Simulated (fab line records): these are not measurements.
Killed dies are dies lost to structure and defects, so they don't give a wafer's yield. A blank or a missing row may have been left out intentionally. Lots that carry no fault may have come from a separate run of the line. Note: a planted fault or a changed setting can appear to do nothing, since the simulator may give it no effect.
Matching of chambers || flow n5Finfet || 4 sister chambers for N5_BEOL_M7_DESCUM_33 on rieDiel-04
The step chemistry O2, time 7 s. 33 wafers are shown with their chamber, then 12 later ones without.

== EACH WAFER AND ITS CHAMBER ==
{"wafer": "L074.1", "chamber": 0, "throttleValvePct (%)": 20.84, "showerheadPlenumPTorr (Torr)": 2.08, "drypumpMotorCurrentA (A)": 5.69}
{"wafer": "L074.2", "chamber": 3, "throttleValvePct (%)": 20.78, "showerheadPlenumPTorr (Torr)": 1.98, "drypumpMotorCurrentA (A)": 5.48}
{"wafer": "L074.3", "chamber": 2, "throttleValvePct (%)": 19.98, "showerheadPlenumPTorr (Torr)": 2.05, "drypumpMotorCurrentA (A)": 5.76}
{"wafer": "L074.4", "chamber": 1, "throttleValvePct (%)": 20.24, "showerheadPlenumPTorr (Torr)": 2.15, "drypumpMotorCurrentA (A)": 5.93}
{"wafer": "L074.5", "chamber": 2, "throttleValvePct (%)": 19.97, "showerheadPlenumPTorr (Torr)": 2.05, "drypumpMotorCurrentA (A)": 5.74}
{"wafer": "L074.6", "chamber": 1, "throttleValvePct (%)": 20.25, "showerheadPlenumPTorr (Torr)": 2.15, "drypumpMotorCurrentA (A)": 5.95}
{"wafer": "L076.1", "chamber": 2, "throttleValvePct (%)": 19.97, "showerheadPlenumPTorr (Torr)": 2.05, "drypumpMotorCurrentA (A)": 5.75}
{"wafer": "L076.2", "chamber": 0, "throttleValvePct (%)": 20.87, "showerheadPlenumPTorr (Torr)": 2.07, "drypumpMotorCurrentA (A)": 5.68}
{"wafer": "L076.5", "chamber": 0, "throttleValvePct (%)": 20.86, "showerheadPlenumPTorr (Torr)": 2.08, "drypumpMotorCurrentA (A)": 5.68}
{"wafer": "L075.3", "chamber": 2, "throttleValvePct (%)": 19.97, "showerheadPlenumPTorr (Torr)": 2.05, "drypumpMotorCurrentA (A)": 5.75}
{"wafer": "L075.4", "chamber": 1, "throttleValvePct (%)": 20.25, "showerheadPlenumPTorr (Torr)": 2.15, "drypumpMotorCurrentA (A)": 5.91}
{"wafer": "L075.6", "chamber": 0, "throttleValvePct (%)": 20.85, "showerheadPlenumPTorr (Torr)": 2.08, "drypumpMotorCurrentA (A)": 5.68}
{"wafer": "L079.1", "chamber": 1, "throttleValvePct (%)": 20.25, "showerheadPlenumPTorr (Torr)": 2.15, "drypumpMotorCurrentA (A)": 5.90}
{"wafer": "L079.2", "chamber": 3, "throttleValvePct (%)": 20.76, "showerheadPlenumPTorr (Torr)": 1.98, "drypumpMotorCurrentA (A)": 5.49}
{"wafer": "L079.3", "chamber": 0, "throttleValvePct (%)": 20.88, "showerheadPlenumPTorr (Torr)": 2.07, "drypumpMotorCurrentA (A)": 5.70}
{"wafer": "L079.4", "chamber": 2, "throttleValvePct (%)": 19.98, "showerheadPlenumPTorr (Torr)": 2.05, "drypumpMotorCurrentA (A)": 5.77}
{"wafer": "L079.5", "chamber": 3, "throttleValvePct (%)": 20.79, "showerheadPlenumPTorr (Torr)": 1.98, "drypumpMotorCurrentA (A)": 5.49}
{"wafer": "L079.6", "chamber": 0, "throttleValvePct (%)": 20.85, "showerheadPlenumPTorr (Torr)": 2.08, "drypumpMotorCurrentA (A)": 5.68}
{"wafer": "L082.1", "chamber": 0, "throttleValvePct (%)": 20.86, "showerheadPlenumPTorr (Torr)": 2.07, "drypumpMotorCurrentA (A)": 5.69}
{"wafer": "L082.4", "chamber": 3, "throttleValvePct (%)": 20.80, "showerheadPlenumPTorr (Torr)": 1.98, "drypumpMotorCurrentA (A)": 5.50}
{"wafer": "L082.5", "chamber": 1, "throttleValvePct (%)": 20.25, "showerheadPlenumPTorr (Torr)": 2.15, "drypumpMotorCurrentA (A)": 5.94}
{"wafer": "L078.1", "chamber": 0, "throttleValvePct (%)": 20.87, "showerheadPlenumPTorr (Torr)": 2.07, "drypumpMotorCurrentA (A)": 5.69}
{"wafer": "L078.4", "chamber": 1, "throttleValvePct (%)": 20.27, "showerheadPlenumPTorr (Torr)": 2.14, "drypumpMotorCurrentA (A)": 5.93}
{"wafer": "L078.5", "chamber": 1, "throttleValvePct (%)": 20.25, "showerheadPlenumPTorr (Torr)": 2.14, "drypumpMotorCurrentA (A)": 5.91}
{"wafer": "L083.3", "chamber": 2, "throttleValvePct (%)": 19.99, "showerheadPlenumPTorr (Torr)": 2.04, "drypumpMotorCurrentA (A)": 5.78}
{"wafer": "L083.5", "chamber": 3, "throttleValvePct (%)": 20.78, "showerheadPlenumPTorr (Torr)": 1.98, "drypumpMotorCurrentA (A)": 5.51}
{"wafer": "L083.6", "chamber": 0, "throttleValvePct (%)": 20.87, "showerheadPlenumPTorr (Torr)": 2.07, "drypumpMotorCurrentA (A)": 5.69}
{"wafer": "L089.1", "chamber": 0, "throttleValvePct (%)": 20.90, "showerheadPlenumPTorr (Torr)": 2.07, "drypumpMotorCurrentA (A)": 5.66}
{"wafer": "L089.2", "chamber": 1, "throttleValvePct (%)": 20.27, "showerheadPlenumPTorr (Torr)": 2.14, "drypumpMotorCurrentA (A)": 5.92}
{"wafer": "L089.3", "chamber": 2, "throttleValvePct (%)": 20.00, "showerheadPlenumPTorr (Torr)": 2.04, "drypumpMotorCurrentA (A)": 5.75}
{"wafer": "L089.4", "chamber": 0, "throttleValvePct (%)": 20.89, "showerheadPlenumPTorr (Torr)": 2.07, "drypumpMotorCurrentA (A)": 5.69}
{"wafer": "L089.5", "chamber": 1, "throttleValvePct (%)": 20.30, "showerheadPlenumPTorr (Torr)": 2.14, "drypumpMotorCurrentA (A)": 5.93}
{"wafer": "L089.6", "chamber": 2, "throttleValvePct (%)": 20.01, "showerheadPlenumPTorr (Torr)": 2.04, "drypumpMotorCurrentA (A)": 5.77}

SIGNATURES (means of the wafers above)
{"reading": "throttleValvePct", "chamber 0": 20.8673, "chamber 1": 20.2589, "chamber 2": 19.9838, "chamber 3": 20.7820, "scatter within a chamber": 0.017}
{"reading": "showerheadPlenumPTorr", "chamber 0": 2.0736, "chamber 1": 2.1456, "chamber 2": 2.0462, "chamber 3": 1.9800, "scatter within a chamber": 0.00479}
{"reading": "drypumpMotorCurrentA", "chamber 0": 5.6845, "chamber 1": 5.9244, "chamber 2": 5.7588, "chamber 3": 5.4940, "scatter within a chamber": 0.013}
Rule: for each reading, subtract the chamber's mean from the wafer's reading, divide by that reading's scatter and square the result; add these up over the readings and take the root, which gives the wafer's distance from the chamber. The wafer belongs to the nearest chamber; if the next one is less than 2 further off, it can't be placed. The scatter: take each reading less its chamber's mean, square it, sum over the shown wafers, divide by the number of wafers less the number of chambers, and take the root.

== WAFERS WHOSE CHAMBER IS MISSING ==
{"wafer": "L092.1", "throttleValvePct (%)": 20.03, "showerheadPlenumPTorr (Torr)": 2.04, "drypumpMotorCurrentA (A)": 5.77}
{"wafer": "L092.2", "throttleValvePct (%)": 20.28, "showerheadPlenumPTorr (Torr)": 2.14, "drypumpMotorCurrentA (A)": 5.91}
{"wafer": "L092.3", "throttleValvePct (%)": 20.89, "showerheadPlenumPTorr (Torr)": 2.07, "drypumpMotorCurrentA (A)": 5.68}
{"wafer": "L092.4", "throttleValvePct (%)": 20.55, "showerheadPlenumPTorr (Torr)": 2.24, "drypumpMotorCurrentA (A)": 5.49}
{"wafer": "L092.5", "throttleValvePct (%)": 20.92, "showerheadPlenumPTorr (Torr)": 2.07, "drypumpMotorCurrentA (A)": 5.68}
{"wafer": "L092.6", "throttleValvePct (%)": 20.29, "showerheadPlenumPTorr (Torr)": 2.14, "drypumpMotorCurrentA (A)": 5.90}
{"wafer": "L095.4", "throttleValvePct (%)": 20.56, "showerheadPlenumPTorr (Torr)": 2.24, "drypumpMotorCurrentA (A)": 5.49}
{"wafer": "L095.5", "throttleValvePct (%)": 20.55, "showerheadPlenumPTorr (Torr)": 2.24, "drypumpMotorCurrentA (A)": 5.49}
{"wafer": "L095.6", "throttleValvePct (%)": 20.04, "showerheadPlenumPTorr (Torr)": 2.03, "drypumpMotorCurrentA (A)": 5.80}
{"wafer": "L097.2", "throttleValvePct (%)": 20.31, "showerheadPlenumPTorr (Torr)": 2.13, "drypumpMotorCurrentA (A)": 5.93}
{"wafer": "L097.3", "throttleValvePct (%)": 20.92, "showerheadPlenumPTorr (Torr)": 2.06, "drypumpMotorCurrentA (A)": 5.70}
{"wafer": "L097.6", "throttleValvePct (%)": 20.30, "showerheadPlenumPTorr (Torr)": 2.13, "drypumpMotorCurrentA (A)": 5.95}

== WHICH CHAMBER EACH ONE RAN IN ==
{"wafer": "L092.1", "from the rows above": 2, "in truth": 2}
{"wafer": "L092.2", "from the rows above": 1, "in truth": 1}
{"wafer": "L092.3", "from the rows above": 0, "in truth": 0}
{"wafer": "L092.4", "from the rows above": "can't be placed: 0 or 1", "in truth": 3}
{"wafer": "L092.5", "from the rows above": 0, "in truth": 0}
{"wafer": "L092.6", "from the rows above": 1, "in truth": 1}
{"wafer": "L095.4", "from the rows above": "can't be placed: 0 or 1", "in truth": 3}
{"wafer": "L095.5", "from the rows above": "can't be placed: 0 or 1", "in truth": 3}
{"wafer": "L095.6", "from the rows above": 2, "in truth": 2}
{"wafer": "L097.2", "from the rows above": 1, "in truth": 1}
{"wafer": "L097.3", "from the rows above": 0, "in truth": 0}
{"wafer": "L097.6", "from the rows above": 1, "in truth": 1}
Correct placement for 9 of the 12. Cannot be placed on the basis of these rows: 3; the candidates contain the true chamber in 0. Placed wrongly: 0.
